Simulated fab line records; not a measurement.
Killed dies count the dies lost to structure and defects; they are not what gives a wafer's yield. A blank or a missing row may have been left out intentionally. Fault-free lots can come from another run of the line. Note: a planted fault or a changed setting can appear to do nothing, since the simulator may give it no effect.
Matching of chambers :: flow n5_finfet :: rie_diel-03 running N5_MOL_CONTACT_COAG_ETCH_89: 4 sister chambers
The step etches underlayer in N2/H2, target depth 13 nm, time 10.4 s. 8 wafers are shown with their chamber, then 9 later ones without.

WAFERS PAIRED WITH THEIR CHAMBERS
wafer: L080.5
chamber: 2
showerhead_plenum_p_Torr (Torr): 2.59
throttle_valve_pct (%): 17.29

wafer: L081.2
chamber: 1
showerhead_plenum_p_Torr (Torr): 2.60
throttle_valve_pct (%): 17.54

wafer: L081.5
chamber: 3
showerhead_plenum_p_Torr (Torr): 2.55
throttle_valve_pct (%): 17.72

wafer: L089.3
chamber: 1
showerhead_plenum_p_Torr (Torr): 2.59
throttle_valve_pct (%): 17.56

wafer: L089.5
chamber: 0
showerhead_plenum_p_Torr (Torr): 2.68
throttle_valve_pct (%): 17.29

wafer: L091.1
chamber: 3
showerhead_plenum_p_Torr (Torr): 2.54
throttle_valve_pct (%): 17.75

wafer: L091.2
chamber: 0
showerhead_plenum_p_Torr (Torr): 2.68
throttle_valve_pct (%): 17.27

wafer: L091.3
chamber: 2
showerhead_plenum_p_Torr (Torr): 2.58
throttle_valve_pct (%): 17.33

WAFERS WITH NO CHAMBER GIVEN
wafer: L093.2
showerhead_plenum_p_Torr (Torr): 2.54
throttle_valve_pct (%): 17.76

wafer: L093.3
showerhead_plenum_p_Torr (Torr): 2.58
throttle_valve_pct (%): 17.30

wafer: L093.4
showerhead_plenum_p_Torr (Torr): 2.68
throttle_valve_pct (%): 17.30

wafer: L094.1
showerhead_plenum_p_Torr (Torr): 2.68
throttle_valve_pct (%): 17.31

wafer: L094.5
showerhead_plenum_p_Torr (Torr): 2.68
throttle_valve_pct (%): 17.29

wafer: L094.6
showerhead_plenum_p_Torr (Torr): 2.59
throttle_valve_pct (%): 17.57

wafer: L097.2
showerhead_plenum_p_Torr (Torr): 2.53
throttle_valve_pct (%): 17.76

wafer: L097.4
showerhead_plenum_p_Torr (Torr): 2.58
throttle_valve_pct (%): 17.59

wafer: L097.5
showerhead_plenum_p_Torr (Torr): 2.67
throttle_valve_pct (%): 17.33

CHAMBER TAKEN BY EACH
wafer: L093.2
from the rows above: 3
in truth: 3

wafer: L093.3
from the rows above: 2
in truth: 2

wafer: L093.4
from the rows above: 0
in truth: 0

wafer: L094.1
from the rows above: 0
in truth: 0

wafer: L094.5
from the rows above: 0
in truth: 0

wafer: L094.6
from the rows above: 1
in truth: 1

wafer: L097.2
from the rows above: 3
in truth: 3

wafer: L097.4
from the rows above: 1
in truth: 1

wafer: L097.5
from the rows above: 0
in truth: 0
Correct placement for 9 of the 9. Not placeable from these rows: 0. Placed wrongly: 0.
How it was worked out, from the rows above alone: a wafer's distance from a chamber is the root of the sum, over the readings, of the square of ((its reading less the chamber's mean) divided by the reading's scatter). The wafer belongs to the nearest chamber; if the next one is less than 2 further off, it can't be placed. For every chamber, the mean is computed from those of its wafers that are shown. The scatter is the square root of a quotient: the sum, over the shown wafers, of each reading's squared deviation from its chamber's mean, divided by wafers minus chambers.
